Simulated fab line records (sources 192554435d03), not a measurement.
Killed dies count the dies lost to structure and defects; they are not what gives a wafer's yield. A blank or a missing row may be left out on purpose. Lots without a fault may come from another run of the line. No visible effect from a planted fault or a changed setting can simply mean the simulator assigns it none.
Check of tool commonality    flow n5 finfet    9 lots, 27 wafers sampled

== WHY THIS WAS OPENED ==
N5_WELL_APT_OVL_MEAS_09, reading NWELL_OVL: flagged on 2 of 9 lots. Wafers without a fault read 0 nm, standard deviation 4.8.
Rule: a lot is flagged in two cases, either no wafer of it has a number, or all its wafers with numbers fall more than 4 standard deviations from that mean. As for the other lots, they are considered sound.

lot   measured     on          NWELL_OVL (nm), wafer by wafer  flag
L778  day 1 19:35  overlay-02  3 -6 -2                         
L779  day 2 01:35  overlay-02  -8 1 2                          
L780  day 2 07:49  overlay-01  -1 -4 3                         
L783  day 3 01:35  overlay-01  4 1 6                           
L788  day 4 07:51  overlay-02  71 65 67                        FLAGGED
L789  day 4 14:10  overlay-01  70 64 60                        FLAGGED
L791  day 5 01:46  overlay-02  1 1 0                           
L799  day 7 02:04  overlay-02  -1 4 -1                         
L800  day 7 07:58  overlay-01  -2 2 -1                         
The mean of the flagged lots' numbers is 66 nm, +66 nm from the usual (+14 standard deviations).

== TOOL THAT RAN EACH LOT ==
The record keeps 1 process step preceding the reading, out of 1938 steps on the route. Each cell gives the tool, then ch followed by the chambers the sampled wafers passed through, then the start.
lot   flag     N5_WELL_APT_EXPOSE_05
L778           krf scanner-01 ch 0, day 1 19:23
L779           krf scanner-01 ch 0, day 2 01:23
L780           krf scanner-01 ch 0, day 2 07:38
L783           krf scanner-02 ch 0, day 3 01:23
L788  FLAGGED  krf scanner-02 ch 0, day 4 07:39
L789  FLAGGED  krf scanner-02 ch 0, day 4 13:58
L791           krf scanner-01 ch 0, day 5 01:33
L799           krf scanner-01 ch 0, day 7 01:52
L800           krf scanner-01 ch 0, day 7 07:46
What the steps here do:
- N5_WELL_APT_EXPOSE_05: exposes mask NWELL, defocus 0 nm, target cd 200 nm.
- N5_WELL_APT_OVL_MEAS_09

== FLAGGED OVER TOTAL, TOOL BY TOOL (the gauges that took the reading come last) ==
step                     tool            lots run  flagged  share of the flagged lots  sound lots run after its first flagged lot
N5_WELL_APT_EXPOSE_05    krf scanner-01  6         0        none                       -
N5_WELL_APT_EXPOSE_05    krf scanner-02  3         2        all                        0
N5_WELL_APT_OVL_MEAS_09  overlay-01      4         1        some                       1 (L800)
N5_WELL_APT_OVL_MEAS_09  overlay-02      5         1        some                       2 (L791,L799)

== WHAT THE TABLE PERMITS ==
Rows of the table that ran each flagged lot: 1, that is krf scanner-02 at N5_WELL_APT_EXPOSE_05.
- krf scanner-02 at N5_WELL_APT_EXPOSE_05 ran 3 lots, 2 of them flagged. It ran its last sound lot, L783, at day 3 01:23 and its first flagged lot, L788, at day 4 07:39: a fault with its onset between the two fits.
What remains is a single tool, krf scanner-02 at N5_WELL_APT_EXPOSE_05.

== WHAT WAS PUT IN BY THE SIMULATOR ==
Scanner matching overlay: krf scanner-02, from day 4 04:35 on, at N5_WELL_APT_EXPOSE_05. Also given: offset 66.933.
Shown lots that were struck: L788, L789. The same result came from the rule above.
